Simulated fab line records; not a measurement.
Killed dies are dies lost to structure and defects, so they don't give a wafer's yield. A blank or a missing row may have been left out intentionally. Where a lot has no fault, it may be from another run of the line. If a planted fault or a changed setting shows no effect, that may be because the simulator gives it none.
Matching of chambers / flow n5_finfet / rie_diel-03 running N5_BEOL_M5_ETCH_62: 4 sister chambers
The step etches SOC in N2/H2, target depth 75 nm, overetch 15 nm, time 112.5 s. 8 wafers are shown with their chamber, then 9 later ones without.

== WAFERS, EACH WITH ITS CHAMBER ==
wafer=L084.2; chamber=1; showerhead_plenum_p_Torr (Torr)=2.59; throttle_valve_pct (%)=17.48
wafer=L084.4; chamber=2; showerhead_plenum_p_Torr (Torr)=2.43; throttle_valve_pct (%)=17.95
wafer=L089.1; chamber=3; showerhead_plenum_p_Torr (Torr)=2.45; throttle_valve_pct (%)=17.84
wafer=L089.5; chamber=1; showerhead_plenum_p_Torr (Torr)=2.59; throttle_valve_pct (%)=17.49
wafer=L089.6; chamber=0; showerhead_plenum_p_Torr (Torr)=2.42; throttle_valve_pct (%)=17.87
wafer=L090.1; chamber=0; showerhead_plenum_p_Torr (Torr)=2.41; throttle_valve_pct (%)=17.87
wafer=L090.3; chamber=3; showerhead_plenum_p_Torr (Torr)=2.45; throttle_valve_pct (%)=17.84
wafer=L090.4; chamber=2; showerhead_plenum_p_Torr (Torr)=2.43; throttle_valve_pct (%)=17.96

== WAFERS WITHOUT THEIR CHAMBER ==
wafer=L094.1; showerhead_plenum_p_Torr (Torr)=2.42; throttle_valve_pct (%)=17.96
wafer=L094.5; showerhead_plenum_p_Torr (Torr)=2.41; throttle_valve_pct (%)=17.88
wafer=L094.6; showerhead_plenum_p_Torr (Torr)=2.58; throttle_valve_pct (%)=17.50
wafer=L096.1; showerhead_plenum_p_Torr (Torr)=2.42; throttle_valve_pct (%)=18.00
wafer=L096.4; showerhead_plenum_p_Torr (Torr)=2.58; throttle_valve_pct (%)=17.51
wafer=L096.5; showerhead_plenum_p_Torr (Torr)=2.42; throttle_valve_pct (%)=17.99
wafer=L097.1; showerhead_plenum_p_Torr (Torr)=2.58; throttle_valve_pct (%)=17.50
wafer=L097.3; showerhead_plenum_p_Torr (Torr)=2.42; throttle_valve_pct (%)=18.01
wafer=L097.5; showerhead_plenum_p_Torr (Torr)=2.58; throttle_valve_pct (%)=17.54

== WHICH CHAMBER EACH WENT THROUGH ==
wafer=L094.1; from the rows above=2; in truth=2
wafer=L094.5; from the rows above=0; in truth=0
wafer=L094.6; from the rows above=1; in truth=1
wafer=L096.1; from the rows above=2; in truth=2
wafer=L096.4; from the rows above=1; in truth=1
wafer=L096.5; from the rows above=2; in truth=2
wafer=L097.1; from the rows above=1; in truth=1
wafer=L097.3; from the rows above=2; in truth=2
wafer=L097.5; from the rows above=1; in truth=1
Correctly placed: 9 of 9. Not placeable from these rows: 0. Wrongly placed: 0.
How it was worked out, from the rows above alone: a wafer's distance from a chamber is the root of the sum, over the readings, of the square of ((its reading less the chamber's mean) divided by the reading's scatter). If the next closest chamber is less than 2 further off than the closest, the wafer can't be placed; otherwise it belongs to the closest. A chamber's mean is the mean of its shown wafers. The scatter: take each reading less its chamber's mean, square it, sum over the shown wafers, divide by the number of wafers less the number of chambers, and take the root.
